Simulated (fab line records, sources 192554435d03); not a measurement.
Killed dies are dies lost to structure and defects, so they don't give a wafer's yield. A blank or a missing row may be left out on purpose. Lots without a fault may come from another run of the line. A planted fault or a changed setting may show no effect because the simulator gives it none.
Chamber matching | flow n5_finfet | N5_BEOL_M0_SAQP_ETCH_84 on rie_diel-04: 4 sister chambers
The step etches SOC in N2/H2, target depth 100 nm, overetch 20 nm, time 150 s. 14 wafers are shown with their chamber, then 7 later ones without.

WAFERS WITH THEIR CHAMBER
wafer  | chamber | drypump_motor_current_A (A) | showerhead_plenum_p_Torr (Torr) | throttle_valve_pct (%)
L075.2 | 2       | 6.5                         | 2.45                            | 18.12
L075.3 | 3       | 5.4                         | 2.62                            | 17.81
L075.6 | 1       | 5.6                         | 2.58                            | 17.97
L087.1 | 3       | 5.4                         | 2.61                            | 17.84
L087.3 | 2       | 6.5                         | 2.44                            | 18.13
L087.6 | 2       | 6.5                         | 2.45                            | 18.15
L088.1 | 3       | 5.4                         | 2.61                            | 17.85
L088.5 | 3       | 5.4                         | 2.61                            | 17.85
L088.6 | 0       | 6.5                         | 2.63                            | 18.13
L090.2 | 2       | 6.5                         | 2.44                            | 18.15
L090.5 | 2       | 6.5                         | 2.44                            | 18.16
L090.6 | 0       | 6.5                         | 2.63                            | 18.13
L092.2 | 0       | 6.5                         | 2.62                            | 18.14
L092.3 | 2       | 6.4                         | 2.44                            | 18.17

SIGNATURES (means of the wafers above)
reading                  | chamber 0 | chamber 1 | chamber 2 | chamber 3 | scatter within a chamber
drypump_motor_current_A  | 6.500     | 5.600     | 6.483     | 5.400     | 0.0289
showerhead_plenum_p_Torr | 2.6267    | 2.5800    | 2.4433    | 2.6125    | 0.00524
throttle_valve_pct       | 18.1333   | 17.9700   | 18.1467   | 17.8375   | 0.017
Rule: a wafer's distance from a chamber is the root of the sum, over the readings, of the square of ((its reading less the chamber's mean) divided by the reading's scatter). The wafer belongs to the nearest chamber; if the next one is less than 2 further off, it can't be placed. The scatter: the root of (the sum of the squares of (reading less its chamber's mean) over the shown wafers, divided by (wafers less chambers)).

WAFERS WITHOUT THEIR CHAMBER
wafer  | drypump_motor_current_A (A) | showerhead_plenum_p_Torr (Torr) | throttle_valve_pct (%)
L092.4 | 6.5                         | 2.44                            | 18.15
L094.2 | 6.5                         | 2.44                            | 18.16
L094.3 | 6.5                         | 2.62                            | 18.14
L094.5 | 6.5                         | 2.44                            | 18.16
L097.1 | 5.6                         | 2.56                            | 18.04
L097.3 | 5.4                         | 2.60                            | 17.36
L097.4 | 5.6                         | 2.56                            | 18.03

WHICH CHAMBER EACH WENT THROUGH
wafer  | from the rows above | in truth
L092.4 | 2                   | 2
L094.2 | 2                   | 2
L094.3 | 0                   | 0
L094.5 | 2                   | 2
L097.1 | 1                   | 1
L097.3 | 3                   | 3
L097.4 | 1                   | 1
Placed correctly: 7 of 7. Can't be placed from these rows: 0. Placed wrongly: 0.
